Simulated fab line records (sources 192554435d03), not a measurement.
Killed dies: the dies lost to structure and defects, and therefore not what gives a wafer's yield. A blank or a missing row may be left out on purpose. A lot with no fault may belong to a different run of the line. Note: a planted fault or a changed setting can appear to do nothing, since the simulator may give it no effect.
fab line records ; flow n5-finfet
record: lots: 10; wafers: 30; last-day: 17
route steps=1938 shown MOL_CONTACT_COAG@602 BEOL_M4@1111 PASSIVATION@1936
lots untouched by any fault: they come from a run of this same line in which no faults occurred
start-h: hours from the record's first day to the start of the lot's first wafer shown ; wait-h: how many hours have passed since the lot's step before this one ; " repeats the value in the row above ; L1.1+2: a row that stands for several wafers ; - no value present, or no start provided ; * or withheld: withheld ; < > ~ a bound
route shown NAME@n: NAME is a module with steps in the file, n the number in the route of the first one ; usual: the fault-free wafers' mean and standard deviation ; same: alike in all rows ; chamber/n: place in a boat ; sites: readings site by site ; _std_site: standard deviation across them ; _edge_site: the outer-site mean with the inner-site mean subtracted ; radius-mm: for every site, how far away it sits from the centre of the wafer ; mask NAME#n: copy n ; behind: the tool/chamber that last shaped the wafer ; hold: the reason the lot was held/the length of the hold in hours/how it ended ; device: the transistor (n, p or np) that didn't switch ; end of line: the same wafers' tests at the end of the route ; a step with no rows: only its recipe ; killed: at the first sort, the dies lost to defects and structure; wafer yield is something else ; map: the dies of a wafer, with x for killed, . for not killed, _ for no die there
set.NAME: the run value of the setting; set.NAME@STEP: its run value at that earlier step ; model.NAME: the simulator's own value behind a step, which no gauge read
the route's steps for a sample of lots (tables are steps, rows are wafers)
services: the hour from which a tool's chamber was out of use, counted from the record's first day as start-h (under 0 if before that day), plus the number of hours and why
== steps ==
step: N5_MOL_CONTACT_COAG_CD_MEAS_40
recipe: target-cd-nm: 25.1; landing-energy-ev: 500; detector: se-inlens; polarity: opening
usual: cd-nm: 25.14/0.23
lot.wafer;tool;chamber;start-h;wait-h;cd-nm
L411.1;cd-sem-02;0;137.24;-;24.92
L411.4;cd-sem-02;0;137.24;-;25.08
L411.6;cd-sem-02;0;137.24;-;24.92
L412.4;cd-sem-02;0;139.90;-;25.16
L412.5;cd-sem-02;0;139.90;-;25.24
L412.6;cd-sem-02;0;139.90;-;24.93
L413.2;cd-sem-02;0;147.16;-;25.01
L413.3;cd-sem-02;0;147.16;-;25.60
L413.6;cd-sem-02;0;147.16;-;25.07
L414.1;cd-sem-03;0;157.53;-;25.41
L414.2;cd-sem-03;0;157.53;-;25.36
L414.4;cd-sem-03;0;157.53;-;25.42
L421.2;cd-sem-03;0;196.89;-;25.19
L421.5;cd-sem-03;0;196.89;-;24.75
L421.6;cd-sem-03;0;196.89;-;25.14
L424.3;cd-sem-01;0;224.39;-;25.40
L424.4;cd-sem-01;0;224.39;-;24.77
L424.6;cd-sem-01;0;224.39;-;25.21
L425.1;cd-sem-03;0;226.03;-;25.35
L425.2;cd-sem-03;0;226.03;-;25.37
L425.6;cd-sem-03;0;226.03;-;25.06
L426.1;cd-sem-02;0;228.04;-;25.26
L426.2;cd-sem-02;0;228.04;-;24.98
L426.4;cd-sem-02;0;228.04;-;25.33
L427.2;cd-sem-01;0;235.82;-;25.09
L427.4;cd-sem-01;0;235.82;-;25.22
L427.5;cd-sem-01;0;235.82;-;25.00
L428.1;cd-sem-01;0;240.06;-;25.36
L428.2;cd-sem-01;0;240.06;-;25.28
L428.5;cd-sem-01;0;240.06;-;25.34
step: N5_MOL_CONTACT_COAG_ALD_133
recipe: material: SiO2; target-thk-a: 50; temp-c: 100; ald-precursor-family: BDEAS; ald-co-reactant: O2-plasma; pulse-time-s: 1; co-reactant-pulse-time-s: 1; purge-time-s: 2; co-reactant-purge-time-s: 2; ald-cycles: 35; pressure-torr: 2
usual: heater-power-outer-w: 42/4.8; heater-power-w: 80/7.9; precursor-pulse-height-rel: 1.002/0.02
lot.wafer;tool;chamber;start-h;wait-h;heater-power-outer-w;heater-power-w;precursor-pulse-height-rel
L411.1;ald-sin-03;2;137.83;0.4;44;80;1.000
L411.4;ald-sin-03;3;137.83;0.4;48;95;1.013
L411.6;ald-sin-03;0;137.83;0.4;39;77;1.034
L412.4;ald-sin-04;3;140.22;0.1;42;82;0.996
L412.5;ald-sin-04;0;140.22;0.1;35;69;1.041
L412.6;ald-sin-04;1;140.22;0.1;49;92;1.027
L413.2;ald-sin-04;0;149.75;2.4;36;69;1.038
L413.3;ald-sin-04;1;149.75;2.4;48;89;1.027
L413.6;ald-sin-04;3;149.75;2.4;42;79;1.048
L414.1;ald-sin-02;3;158.32;0.6;33;70;0.992
L414.2;ald-sin-02;0;158.32;0.6;35;67;0.989
L414.4;ald-sin-02;1;158.32;0.6;40;78;0.996
L421.2;ald-sin-03;3;197.14;0.1;50;95;1.018
L421.5;ald-sin-03;3;197.14;0.1;51;93;0.988
L421.6;ald-sin-03;2;197.14;0.1;43;80;0.981
L424.3;ald-sin-04;1;224.92;0.1;50;92;1.005
L424.4;ald-sin-04;1;224.92;0.1;48;88;1.020
L424.6;ald-sin-04;0;224.92;0.1;35;70;0.963
L425.1;ald-sin-03;1;226.65;0.1;43;82;1.019
L425.2;ald-sin-03;0;226.65;0.1;40;76;0.994
L425.6;ald-sin-03;2;226.65;0.1;43;78;1.010
L426.1;ald-sin-04;3;228.64;0.4;42;81;1.007
L426.2;ald-sin-04;0;228.64;0.4;37;70;1.012
L426.4;ald-sin-04;2;228.64;0.4;43;83;1.007
L427.2;ald-sin-02;3;237.54;0.1;33;67;1.027
L427.4;ald-sin-02;0;237.54;0.1;35;67;1.005
L427.5;ald-sin-02;2;237.54;0.1;40;78;1.005
L428.1;ald-sin-03;2;240.95;0.1;44;80;0.994
L428.2;ald-sin-03;3;240.95;0.1;50;94;0.984
L428.5;ald-sin-03;3;240.95;0.1;49;95;1.008
step: N5_MOL_CONTACT_COAG_ETCH_48
recipe: chemistry: C4F6/O2; target-depth-a: 150; overetch-a: 45; mask-material: SOC; target: SiOC; bias-w: 465; pressure-mtorr: 10; time-s: 17; source-w: 335; Ar_flow_sccm: 300; C4F6_flow_sccm: 10; O2_flow_sccm: 10; ion-energy-ev: 576
usual: C4F6_flow_sccm: 10.00/0.034; O2_flow_sccm: 9.998/0.028; bias-w: 464.8/1.4; drypump-motor-current-A: 5.6/0.55; oes-product-au: 0.69/0.076; rf-vpp-V: 1584/15; showerhead-plenum-p-Torr: 2.85/0.081; throttle-valve-pct: 40.54/0.21
lot.wafer;tool;chamber;start-h;wait-h;C4F6_flow_sccm;O2_flow_sccm;bias-w;drypump-motor-current-A;oes-product-au;rf-hours-counter-h;rf-vpp-V;showerhead-plenum-p-Torr;throttle-valve-pct
L411.1;rie-diel-06;2;138.23;0.0;9.99;10.003;461.8;6.1;0.79;28;1585;2.79;40.61
L411.4;rie-diel-06;0;138.23;0.0;9.97;10.025;463.5;5.8;0.64;190;1579;2.82;40.34
L411.6;rie-diel-06;3;138.23;0.0;9.99;9.996;465.4;5.0;0.65;-;1571;2.81;40.62
L412.4;rie-diel-04;0;140.64;0.0;-;-;-;-;-;-;-;-;-
L412.5;rie-diel-04;2;140.64;0.0;-;-;-;-;-;-;-;-;-
L412.6;rie-diel-04;3;140.64;0.0;-;-;-;-;-;-;-;-;-
L413.2;rie-diel-06;1;150.16;0.0;-;-;-;-;-;-;-;-;-
L413.3;rie-diel-06;2;150.16;0.0;-;-;-;-;-;-;-;-;-
L413.6;rie-diel-06;2;150.16;0.0;-;-;-;-;-;-;-;-;-
L414.1;rie-diel-04;2;158.75;0.0;-;-;-;-;-;-;-;-;-
L414.2;rie-diel-04;1;158.75;0.0;-;-;-;-;-;-;-;-;-
L414.4;rie-diel-04;3;158.75;0.0;-;-;-;-;-;-;-;-;-
L421.2;rie-diel-06;2;197.55;0.0;10.03;10.018;466.2;6.1;0.73;48;1585;2.78;40.60
L421.5;rie-diel-06;3;197.55;0.0;10.04;9.961;464.7;5.0;0.63;-;1572;2.80;40.65
L421.6;rie-diel-06;0;197.55;0.0;10.01;10.002;465.7;5.8;0.62;-;1580;2.81;40.36
L424.3;rie-diel-06;1;225.65;0.0;10.03;10.016;465.8;5.3;0.78;25;1589;2.89;40.63
L424.4;rie-diel-06;2;225.65;0.0;9.97;9.967;465.1;6.0;0.70;61;1585;2.77;40.60
L424.6;rie-diel-06;2;225.65;0.0;9.93;9.980;462.5;6.1;0.72;-;1585;2.77;40.61
L425.1;rie-diel-06;2;227.07;0.0;9.97;9.987;464.2;6.1;0.72;61;1584;2.77;40.62
L425.2;rie-diel-06;3;227.07;0.0;10.03;9.992;463.6;5.0;0.59;244;1572;2.80;40.65
L425.6;rie-diel-06;0;227.07;0.0;9.95;10.040;463.7;5.8;0.59;-;1579;2.81;40.37
L426.1;rie-diel-04;2;229.36;0.0;9.91;9.996;465.0;5.1;0.70;60;1586;2.89;40.58
L426.2;rie-diel-04;0;229.36;0.0;10.06;10.003;463.5;6.3;0.68;73;1610;2.89;40.20
L426.4;rie-diel-04;1;229.36;0.0;10.02;10.005;464.4;5.5;0.59;217;1574;2.80;40.82
L427.2;rie-diel-04;3;237.99;0.0;10.04;10.017;464.9;5.5;0.62;133;1603;2.86;40.72
L427.4;rie-diel-04;0;237.99;0.0;9.99;9.978;465.2;6.3;0.66;77;1610;2.89;40.21
L427.5;rie-diel-04;2;237.99;0.0;10.03;10.032;469.0;5.1;0.70;-;1587;2.88;40.59
L428.1;rie-diel-06;1;241.48;0.0;10.00;10.040;465.7;5.3;0.73;33;1590;2.89;40.61
L428.2;rie-diel-06;2;241.48;0.0;10.05;9.975;467.0;6.1;0.69;68;1585;2.77;40.63
L428.5;rie-diel-06;2;241.48;0.0;10.04;9.978;468.0;6.1;0.69;-;1582;2.77;40.62
step: N5_MOL_CONTACT_COAG_STRIP_49
recipe: chemistry: N2/H2; time-s: 30; power-w: 1000; temp-c: 250; pressure-mtorr: withheld; n2-flow-sccm: 1750; h2-flow-sccm: 3250
usual: drypump-motor-current-A: 6.2/0.4; heater-power-w: 337/21
lot.wafer;tool;chamber;start-h;wait-h;drypump-motor-current-A;heater-power-w;rf-hours-counter-h
L411.1;plasma-asher-01;1;138.37;-;6.5;331;47
L411.4;plasma-asher-01;1;138.37;-;6.5;336;-
L411.6;plasma-asher-01;1;138.37;-;6.5;341;-
L412.4;plasma-asher-02;1;140.79;-;6.5;310;-
L412.5;plasma-asher-02;0;140.79;-;6.4;337;-
L412.6;plasma-asher-02;1;140.79;-;6.5;313;-
L413.2;plasma-asher-02;0;150.35;-;6.4;334;109
L413.3;plasma-asher-02;1;150.35;-;6.5;314;-
L413.6;plasma-asher-02;0;150.35;-;6.4;324;-
L414.1;plasma-asher-01;1;158.89;-;6.5;338;49
L414.2;plasma-asher-01;0;158.89;-;5.6;370;49
L414.4;plasma-asher-01;0;158.89;-;5.6;370;-
L421.2;plasma-asher-02;0;197.68;-;6.4;328;119
L421.5;plasma-asher-02;1;197.68;-;6.5;307;-
L421.6;plasma-asher-02;0;197.68;-;6.5;325;-
L424.3;plasma-asher-02;1;225.90;-;6.5;309;-
L424.4;plasma-asher-02;0;225.90;-;6.4;324;-
L424.6;plasma-asher-02;0;225.90;-;6.4;325;-
L425.1;plasma-asher-01;0;227.21;-;5.6;376;61
L425.2;plasma-asher-01;1;227.21;-;6.5;332;61
L425.6;plasma-asher-01;1;227.21;-;6.5;338;-
L426.1;plasma-asher-01;0;229.49;-;5.6;368;62
L426.2;plasma-asher-01;1;229.49;-;6.5;332;62
L426.4;plasma-asher-01;1;229.49;-;6.4;340;-
L427.2;plasma-asher-02;0;238.12;-;6.4;335;128
L427.4;plasma-asher-02;1;238.12;-;6.5;306;-
L427.5;plasma-asher-02;1;238.12;-;6.5;312;-
L428.1;plasma-asher-02;0;241.61;-;6.3;330;129
L428.2;plasma-asher-02;1;241.61;-;6.5;307;129
L428.5;plasma-asher-02;1;241.61;-;6.5;316;-
step: N5_BEOL_M4_RC_MEAS_101
usual: DIBL_N: 36.4/1.4; DIBL_P: 36.3/1.5; IOFF_N: 0.162/0.023; IOFF_P: 0.211/0.027; ION_N: 676/9.7; ION_P: 463/6.4; SS_N: 71.5/0.5; SS_P: 73.3/0.6; VT_N: 249.3/2.5; VT_P: -249.9/2.8
lot.wafer;tool;chamber;start-h;wait-h;DIBL_N[mV/V];DIBL_P[mV/V];IOFF_N[nA/um];IOFF_P[nA/um];ION_N[uA/um];ION_P[uA/um];SS_N[mV/dec];SS_P[mV/dec];VT_N[mV];VT_P[mV]
L411.1;prober-02;0;197.01;0.0;35.4;36.3;0.174;0.253;677;470;71.4;73.0;247.8;-245.6
L411.4;prober-02;0;197.01;0.0;36.2;37.1;0.183;0.274;678;472;71.1;73.0;246.7;-242.0
L411.6;prober-02;0;197.01;0.0;33.2;33.3;0.131;0.208;675;471;71.1;72.1;250.9;-245.3
L421.2;prober-02;0;272.06;0.2;36.4;35.6;0.141;0.203;683;470;71.8;73.0;250.3;-251.5
L421.5;prober-02;0;272.06;0.2;38.5;38.1;0.177;0.247;692;472;71.7;73.6;246.2;-246.2
L421.6;prober-02;0;272.06;0.2;36.7;36.1;0.150;0.213;676;467;72.1;72.8;248.3;-247.7
L424.3;prober-02;0;292.67;0.3;35.7;35.6;0.161;0.188;681;458;72.2;73.8;249.8;-252.5
L424.4;prober-02;0;292.67;0.3;36.4;37.2;0.173;0.212;675;457;71.8;74.8;248.5;-249.4
L424.6;prober-02;0;292.67;0.3;36.1;36.2;0.163;0.193;689;462;71.4;73.2;250.0;-252.2
L426.1;prober-01;0;294.52;0.0;37.0;36.4;0.156;0.200;667;459;72.0;74.1;250.4;-252.9
L426.2;prober-01;0;294.52;0.0;37.3;36.7;0.175;0.210;675;459;71.3;74.1;249.3;-251.6
L426.4;prober-01;0;294.52;0.0;36.8;36.8;0.174;0.204;687;470;71.8;74.6;245.5;-251.3
L425.1;prober-02;0;295.55;0.0;36.0;34.2;0.153;0.213;670;462;71.6;73.0;250.2;-250.2
L425.2;prober-02;0;295.55;0.0;36.4;33.9;0.162;0.216;661;457;71.6;71.9;250.8;-246.2
L425.6;prober-02;0;295.55;0.0;36.4;35.0;0.162;0.231;665;466;71.4;73.6;250.8;-248.0
L427.2;prober-01;0;296.27;0.2;36.9;36.1;0.163;0.192;676;459;71.7;73.5;249.4;-251.9
L427.4;prober-01;0;296.27;0.2;40.8;42.2;0.254;0.309;706;473;72.2;75.0;244.1;-243.8
L427.5;prober-01;0;296.27;0.2;38.4;38.3;0.188;0.240;699;472;71.9;74.3;248.1;-250.8
L428.1;prober-02;0;297.84;0.0;34.1;32.7;0.122;0.172;674;465;70.9;72.6;252.4;-251.9
L428.2;prober-02;0;297.84;0.0;37.0;36.4;0.164;0.225;673;463;71.6;73.3;248.5;-248.6
L428.5;prober-02;0;297.84;0.0;35.6;35.0;0.149;0.198;691;470;71.2;73.7;247.3;-248.5
step: N5_PASSIVATION_PROBE_49
usual: killed_at_M0_to_M3: 33/8.9; killed_at_M4_up: 15/5.4; killed-at-contacts: 13/5.8; killed-at-front-end: 39/9.9; killed-at-other: 3.2/2.9; killed-dies: 102/15; killed-on-rim: 13/3.7; killed-open: 68/12; killed-short: 34/7.6
same: gross-dies: 1180; killed-at-back-side: 0
lot.wafer;tool;chamber;start-h;wait-h;killed_at_M0_to_M3;killed_at_M4_up;killed-at-contacts;killed-at-front-end;killed-at-other;killed-dies;killed-on-rim;killed-open;killed-short
L412.4;prober-01;-;318.07;0.2;39;8;1090;38;5;1180;152;55;47
L412.5;prober-01;-;318.12;0.2;36;13;1082;45;4;1180;152;79;35
L412.6;prober-01;-;318.17;0.3;24;12;1095;46;3;1180;152;69;32
L413.2;prober-01;-;324.75;0.1;29;11;1104;36;0;1180;152;54;33
L413.3;prober-01;-;324.80;0.1;25;6;1118;29;2;1180;152;42;24
L413.6;prober-01;-;324.95;0.3;24;7;1117;28;4;1180;152;55;27
L414.1;prober-01;-;331.56;0.0;31;14;1071;59;5;1180;152;86;36
L414.2;prober-01;-;331.61;0.1;26;21;1091;40;2;1180;152;54;38
L414.4;prober-01;-;331.71;0.2;39;18;1077;45;1;1180;152;82;34
L425.1;prober-02;-;396.61;0.0;39;16;7;36;5;103;15;77;26
L425.2;prober-02;-;396.66;0.1;41;16;21;34;6;118;10;80;38
L425.6;prober-02;-;396.86;0.3;35;13;12;36;4;100;20;71;29
killed by level:class
L412.4 MOL_CONTACT_COAG:area-etch=1078 BEOL_M0_SAQP:geometric-particle:short=13 FIN_SAQP:geometric-particle:short=9 BEOL_M0_SAQP:geometric-particle:open=9 FIN_SAQP:geometric-particle:open=8 MOL_CONTACT_COAG:geometric-particle:short=6 MOL_CONTACT_COAG:geometric-particle:open=6 STI_FIN_REVEAL:geometric-particle:open=4
L412.5 MOL_CONTACT_COAG:area-etch=1066 BEOL_M0_SAQP:geometric-particle:open=14 MOL_CONTACT_COAG:geometric-particle:open=12 FIN_SAQP:geometric-particle:open=9 STI_FIN_REVEAL:geometric-particle:open=9 BEOL_M4:geometric-particle:open=8 BEOL_M2:geometric-particle:open=8 GATE_CUT:geometric-particle:short=7
L412.6 MOL_CONTACT_COAG:area-etch=1079 MOL_CONTACT_COAG:geometric-particle:open=13 FIN_SAQP:geometric-particle:short=12 FIN_SAQP:geometric-particle:open=11 BEOL_M0_SAQP:geometric-particle:open=8 STI_FIN_REVEAL:geometric-particle:open=7 BEOL_M2:geometric-particle:open=6 BEOL_M4:geometric-particle:open=4
L413.2 MOL_CONTACT_COAG:area-etch=1092 STI_FIN_REVEAL:geometric-particle:open=10 MOL_CONTACT_COAG:geometric-particle:open=8 BEOL_M0_SAQP:geometric-particle:short=8 BEOL_M2:geometric-particle:open=6 FIN_SAQP:geometric-particle:short=5 STI_FIN_REVEAL:geometric-particle:short=5 MOL_CONTACT_COAG:geometric-particle:short=4
L413.3 MOL_CONTACT_COAG:area-etch=1114 STI_FIN_REVEAL:geometric-particle:open=8 BEOL_M3:geometric-particle:open=7 FIN_SAQP:geometric-particle:short=6 BEOL_M2:geometric-particle:open=6 BEOL_M0_SAQP:geometric-particle:short=5 BEOL_M0_SAQP:geometric-particle:open=4 FIN_SAQP:geometric-particle:open=3
L413.6 MOL_CONTACT_COAG:area-etch=1097 MOL_CONTACT_COAG:geometric-particle:open=12 MOL_CONTACT_COAG:geometric-particle:short=8 BEOL_M1:geometric-particle:open=8 BEOL_M2:geometric-particle:open=7 FIN_SAQP:geometric-particle:open=5 STI_FIN_REVEAL:geometric-particle:short=4 STI_FIN_REVEAL:geometric-particle:open=4
L414.1 MOL_CONTACT_COAG:area-etch=1058 STI_FIN_REVEAL:geometric-particle:open=15 MOL_CONTACT_COAG:geometric-particle:open=11 FIN_SAQP:geometric-particle:short=10 FIN_SAQP:geometric-particle:open=9 DUMMY_GATE:geometric-particle:open=9 BEOL_M2:geometric-particle:open=8 BEOL_M4:geometric-particle:open=8
L414.2 MOL_CONTACT_COAG:area-etch=1088 BEOL_M4:geometric-particle:open=7 DUMMY_GATE:geometric-particle:open=6 BEOL_M0:geometric-particle:open=6 FIN_SAQP:geometric-particle:short=5 STI_FIN_REVEAL:geometric-particle:open=5 GATE_CUT:geometric-particle:short=5 FIN_SAQP:geometric-particle:open=4
L414.4 MOL_CONTACT_COAG:area-etch=1064 BEOL_M3:geometric-particle:open=13 STI_FIN_REVEAL:geometric-particle:open=9 FIN_SAQP:geometric-particle:short=8 MOL_CONTACT_COAG:geometric-particle:open=8 BEOL_M4:geometric-particle:open=8 FIN_SAQP:geometric-particle:open=6 GATE_CUT:geometric-particle:short=5
L425.1 FIN_SAQP:geometric-particle:open=16 BEOL_M0_SAQP:geometric-particle:open=9 BEOL_M2:geometric-particle:open=6 BEOL_M0:geometric-particle:open=6 BEOL_M3:geometric-particle:open=6 MOL_CONTACT_COAG:geometric-particle:open=5 BEOL_M0_SAQP:geometric-particle:short=5 BEOL_M4:geometric-particle:open=5
L425.2 MOL_CONTACT_COAG:geometric-particle:open=19 BEOL_M0_SAQP:geometric-particle:short=13 FIN_SAQP:geometric-particle:open=10 STI_FIN_REVEAL:geometric-particle:open=9 BEOL_M0_SAQP:geometric-particle:open=7 BEOL_M1:geometric-particle:open=7 BEOL_M1:geometric-particle:short=5 BEOL_M7:geometric-particle:open=5
L425.6 BEOL_M1:geometric-particle:open=12 BEOL_M4:geometric-particle:open=9 STI_FIN_REVEAL:geometric-particle:open=7 MOL_CONTACT_COAG:geometric-particle:open=7 BEOL_M0_SAQP:geometric-particle:open=7 BEOL_M3:geometric-particle:open=6 GATE_CUT:geometric-particle:short=5 MOL_CONTACT_COAG:geometric-particle:short=5
== services ==
tool;chamber;start-h;hours;kind
ald-sin-02;3;122.06;3.6;repair
ald-sin-02;-;134.01;14.6;pm
ald-sin-03;1;141.84;10.6;repair
plasma-asher-01;-;142.48;15.6;pm
ald-sin-03;-;144.84;14.6;pm
ald-sin-02;-;148.61;6.1;pm
rie-diel-06;-;153.59;1.2;repair
ald-sin-03;-;167.85;0.5;repair
plasma-asher-02;-;169.97;4.1;repair
rie-diel-06;1;175.24;16.7;repair
ald-sin-04;0;179.12;45.6;repair
plasma-asher-01;-;223.51;2.8;pm
ald-sin-02;0;232.86;3.7;repair
rie-diel-06;3;240.20;-;clean
rie-diel-06;3;240.20;-;consumable-replace:focus-ring
rie-diel-06;3;240.20;19.6;scheduled-down
rie-diel-06;3;240.20;19.6;vent-cycle
== key ==
first-sign: step: N5_MOL_CONTACT_COAG_ETCH_48; reading: tool-record; direction: missing
effect: step: N5_PASSIVATION_PROBE_49; reading: killed-at-contacts; direction: up; sigmas: 99+; usual: 13; struck: 1094
more-kills-born-at: N5_MOL_CONTACT_COAG_ETCH_48@rie-diel-04: 6433; N5_MOL_CONTACT_COAG_ETCH_48@rie-diel-06: 3303
met-at N5_MOL_CONTACT_COAG_ETCH_48
struck-lots L412,L413,L414
later-rows-left-out L412.4,L412.5,L412.6,L413.2,L413.3,L413.6,L414.1,L414.2,L414.4
tester-left-out L412,L413,L414
not-acting-at N5_MOL_CONTACT_COAG_CD_MEAS_40,N5_MOL_CONTACT_COAG_ALD_133,N5_MOL_CONTACT_COAG_STRIP_49
onset-between 138.23 140.64
fault: kind: skipped-step-whole; tool: rie-diel-04,rie-diel-06; chamber: -; onset-h: 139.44; steps: N5_MOL_CONTACT_COAG_ETCH_48; scope: struck-lots-only
tester-left-out: of these lots the tester's yield and bins aren't shown, on N5 and GAA mostly nor the transistor test; their killed dies are dies lost to structure and defects alone, not to doping, threshold or leakage, so they don't give the yield
later-rows-left-out: the simulator's readings of these wafers behind a module that went badly wrong aren't trusted and aren't shown, but for the sort
